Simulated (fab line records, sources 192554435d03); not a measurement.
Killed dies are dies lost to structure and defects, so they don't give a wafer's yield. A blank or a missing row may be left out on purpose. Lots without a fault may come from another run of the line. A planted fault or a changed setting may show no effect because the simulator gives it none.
Which tool did it? | flow n5_finfet | 24 lots, 72 wafers sampled, at 3 steps of a route of 1938

WHAT THE GAUGES READ, wafer by wafer
N5_BEOL_M1_OVL_MEAS_29. Usual: V0_OVL 0.3 nm, standard deviation 0.6.
lot  | measured     | on         | V0_OVL (nm)    | flag
L074 | day 6 05:02  | overlay-01 | 0.1 0.0 1.1    |
L075 | day 6 11:40  | overlay-02 | 0.1 0.1 0.2    |
L076 | day 6 18:28  | overlay-02 | 0.4 -0.3 1.3   |
L077 | day 6 18:37  | overlay-02 | -0.8 0.1 0.1   |
L078 | day 7 02:31  | overlay-02 | -0.5 0.9 1.6   |
L079 | day 7 07:59  | overlay-01 | -0.1 -0.1 0.7  |
L080 | day 7 21:14  | overlay-01 | 0.0 0.6 0.3    |
L081 | day 8 04:40  | overlay-02 | 1.2 1.0 -0.3   |
L082 | day 8 06:04  | overlay-01 | -0.2 0.5 0.1   |
L083 | day 8 09:58  | overlay-02 | -0.8 0.1 -1.4  |
L084 | day 8 13:34  | overlay-02 | 1.2 0.2 1.0    |
L085 | day 8 17:32  | overlay-01 | 0.4 1.0 1.2    |
L086 | day 9 11:32  | overlay-01 | -0.2 0.1 -0.3  |
L087 | day 9 16:13  | overlay-02 | 1.3 1.0 1.2    |
L089 | day 9 19:30  | overlay-01 | 0.4 0.2 0.5    |
L088 | day 10 01:07 | overlay-01 | -0.5 0.0 0.9   |
L090 | day 10 02:17 | overlay-02 | 0.6 0.7 -0.1   |
L091 | day 10 09:58 | overlay-01 | 0.1 0.4 0.0    |
L092 | day 10 17:18 | overlay-01 | 1.3 0.8 -0.4   |
L093 | day 11 04:36 | overlay-01 | 0.4 0.4 0.1    |
L094 | day 11 04:38 | overlay-01 | 0.2 0.4 0.4    |
L095 | day 11 15:06 | overlay-02 | 1.0 0.0 0.2    |
L096 | day 11 17:32 | overlay-01 | 0.1 -0.4 0.7   |
L097 | day 11 20:42 | overlay-01 | -0.6 -1.3 -0.1 |

WHICH TOOL RAN EACH LOT (tool, then ch and the chambers of the sampled wafers, then the start)
lot  | N5_BEOL_M0_ANNEAL_133        | N5_BEOL_M1_ETCH_63
L074 | pvd_sputter-02, day 5 22:23  | rie_diel-04 ch 0,1,2, day 6 04:05
L075 | pvd_sputter-01, day 6 04:47  | rie_diel-02 ch 1,2, day 6 10:37
L076 | pvd_sputter-02, day 6 10:13  | rie_diel-02 ch 0,3, day 6 17:35
L077 | pvd_sputter-01, day 6 12:24  | rie_diel-02 ch 0,1, day 6 17:49
L078 | pvd_sputter-01, day 6 19:46  | rie_diel-06 ch 0,1,2, day 7 01:46
L079 | pvd_sputter-03, day 7 03:41  | rie_diel-02 ch 0,1,3, day 7 07:08
L080 | pvd_sputter-03, day 7 13:03  | rie_diel-06 ch 0,1,2, day 7 20:23
L081 | pvd_sputter-01, day 7 20:19  | rie_diel-06 ch 0,3, day 8 03:43
L082 | pvd_sputter-03, day 7 20:35  | rie_diel-04 ch 0,1,2, day 8 05:10
L083 | pvd_sputter-02, day 8 02:01  | rie_diel-06 ch 0,1,2, day 8 09:05
L084 | pvd_sputter-03, day 8 06:02  | rie_diel-06 ch 2,3, day 8 12:41
L085 | pvd_sputter-02, day 8 11:19  | rie_diel-04 ch 0,1, day 8 16:49
L086 | pvd_sputter-03, day 9 08:40  | rie_diel-04 ch 0,1,3, day 9 10:41
L087 | pvd_sputter-02, day 9 12:23  | rie_diel-02 ch 0,1,3, day 9 15:21
L089 | pvd_sputter-03, day 9 14:17  | rie_diel-06 ch 0,1,3, day 9 18:38
L088 | pvd_sputter-01, day 9 20:35  | rie_diel-04 ch 1,3, day 10 00:16
L090 | pvd_sputter-02, day 9 23:13  | rie_diel-02 ch 1,3, day 10 01:26
L091 | pvd_sputter-02, day 10 05:45 | rie_diel-02 ch 0,1,2, day 10 09:07
L092 | pvd_sputter-01, day 10 12:37 | rie_diel-06 ch 0,1,2, day 10 16:27
L093 | pvd_sputter-03, day 10 21:58 | rie_diel-06 ch 0,1,2, day 11 00:32
L094 | pvd_sputter-02, day 11 00:19 | rie_diel-04 ch 1,2, day 11 03:41
L095 | pvd_sputter-02, day 11 11:40 | rie_diel-04 ch 0,1,2, day 11 14:15
L096 | pvd_sputter-02, day 11 14:19 | rie_diel-04 ch 1,2, day 11 16:49
L097 | pvd_sputter-02, day 11 15:54 | rie_diel-06 ch 2,3, day 11 19:50
- N5_BEOL_M0_ANNEAL_133: time 60 s.
- N5_BEOL_M1_ETCH_63: etches SiARC in CF4, target depth 15.6 nm, time 26 s.

WHAT THE TOOLS THEMSELVES READ (means of the sampled wafers that have a number; where no wafer has one, the mark that the record gives instead)
N5_BEOL_M0_ANNEAL_133. Usual: heater_power_w 836 W, standard deviation 72.
lot  | tool           | heater_power_w (W) | flag
L074 | pvd_sputter-02 | 818                |
L075 | pvd_sputter-01 | 812                |
L076 | pvd_sputter-02 | 786                |
L077 | pvd_sputter-01 | 775                |
L078 | pvd_sputter-01 | 799                |
L079 | pvd_sputter-03 | 862                |
L080 | pvd_sputter-03 | 857                |
L081 | pvd_sputter-01 | 804                |
L082 | pvd_sputter-03 | 874                |
L083 | pvd_sputter-02 | 802                |
L084 | pvd_sputter-03 | 971                |
L085 | pvd_sputter-02 | 814                |
L086 | pvd_sputter-03 | 970                |
L087 | pvd_sputter-02 | 815                |
L089 | pvd_sputter-03 | 981                |
L088 | pvd_sputter-01 | 790                |
L090 | pvd_sputter-02 | 791                |
L091 | pvd_sputter-02 | 834                |
L092 | pvd_sputter-01 | 780                |
L093 | pvd_sputter-03 | 896                |
L094 | pvd_sputter-02 | 807                |
L095 | pvd_sputter-02 | 822                |
L096 | pvd_sputter-02 | 823                |
L097 | pvd_sputter-02 | 813                |

N5_BEOL_M1_ETCH_63. Usual: drypump_motor_current_A 5.5 A, standard deviation 0.47; etch_rf_on_time_s 26.0 s, standard deviation 0.56; oes_product_au 0.67 a.u., standard deviation 0.06; rf_vpp_V 184.2 V, standard deviation 1; showerhead_plenum_p_Torr 2.16 Torr, standard deviation 0.048; throttle_valve_pct 15.63 %, standard deviation 0.18.
lot  | tool        | drypump_motor_current_A (A) | etch_rf_on_time_s (s) | oes_product_au (a.u.) | rf_vpp_V (V) | showerhead_plenum_p_Torr (Torr) | throttle_valve_pct (%) | flag
L074 | rie_diel-04 | 5.4                         | 25.6                  | 0.71                  | 184.5        | 2.17                            | 15.59                  |
L075 | rie_diel-02 | 5.9                         | 26.1                  | 0.65                  | 183.9        | 2.17                            | 15.69                  |
L076 | rie_diel-02 | 5.2                         | 27.2                  | 0.61                  | 184.5        | 2.15                            | 15.68                  |
L077 | rie_diel-02 | 5.4                         | 26.4                  | 0.63                  | 184.1        | 2.13                            | 15.71                  |
L078 | rie_diel-06 | 5.4                         | 25.7                  | 0.64                  | 184.9        | 2.17                            | 15.72                  |
L079 | rie_diel-02 | 5.3                         | 26.5                  | 0.64                  | 185.5        | 2.16                            | 15.60                  |
L080 | rie_diel-06 | 5.4                         | 26.0                  | 0.63                  | 184.1        | 2.16                            | 15.74                  |
L081 | rie_diel-06 | 5.4                         | 25.9                  | 0.67                  | 184.2        | 2.11                            | 15.42                  |
L082 | rie_diel-04 | 5.4                         | 25.5                  | 0.69                  | 184.8        | 2.16                            | 15.62                  |
L083 | rie_diel-06 | 5.4                         | 26.4                  | 0.62                  | 184.0        | 2.16                            | 15.74                  |
L084 | rie_diel-06 | 6.1                         | 25.4                  | 0.77                  | 183.8        | 2.11                            | 15.49                  |
L085 | rie_diel-04 | 5.8                         | 25.7                  | 0.66                  | 185.4        | 2.21                            | 15.57                  |
L086 | rie_diel-04 | 5.5                         | 25.6                  | 0.69                  | 184.8        | 2.19                            | 15.55                  |
L087 | rie_diel-02 | 5.3                         | 26.9                  | 0.62                  | 184.7        | 2.16                            | 15.62                  |
L089 | rie_diel-06 | 5.6                         | 25.8                  | 0.67                  | 184.1        | 2.15                            | 15.58                  |
L088 | rie_diel-04 | 5.6                         | 25.7                  | 0.68                  | 184.5        | 2.19                            | 15.53                  |
L090 | rie_diel-02 | 5.5                         | 26.0                  | 0.66                  | 184.3        | 2.17                            | 15.56                  |
L091 | rie_diel-02 | 5.8                         | 26.2                  | 0.67                  | 183.7        | 2.15                            | 15.67                  |
L092 | rie_diel-06 | 5.4                         | 26.1                  | 0.61                  | 183.8        | 2.16                            | 15.78                  |
L093 | rie_diel-06 | 5.4                         | 26.2                  | 0.61                  | 184.0        | 2.16                            | 15.78                  |
L094 | rie_diel-04 | 5.3                         | 26.3                  | 0.68                  | 183.3        | 2.13                            | 15.72                  |
L095 | rie_diel-04 | 5.4                         | 26.1                  | 0.66                  | 184.1        | 2.15                            | 15.68                  |
L096 | rie_diel-04 | 5.4                         | 26.1                  | 0.68                  | 183.0        | 2.13                            | 15.73                  |
L097 | rie_diel-06 | 6.1                         | 25.5                  | 0.71                  | 183.2        | 2.10                            | 15.53                  |

THE ANSWER, worked out from the rows above alone
Rule: a lot is off if the mean of its wafers that have a number lies more than 3 standard deviations from the usual mean. A lot without any number at a reading at which 4 lots or more have one is off too. The other lots that the step has rows for count as sound. The gauges are gone through in route order, then the tools' own readings, and for those a lot's mean is taken as printed above. The first step at which some lot is off is used, and at that step the reading that is off furthest; a lot without a number counts as furthest.
No lot is off at any reading shown: from this, nothing can be told.

WHAT THE SIMULATOR HAD PUT IN
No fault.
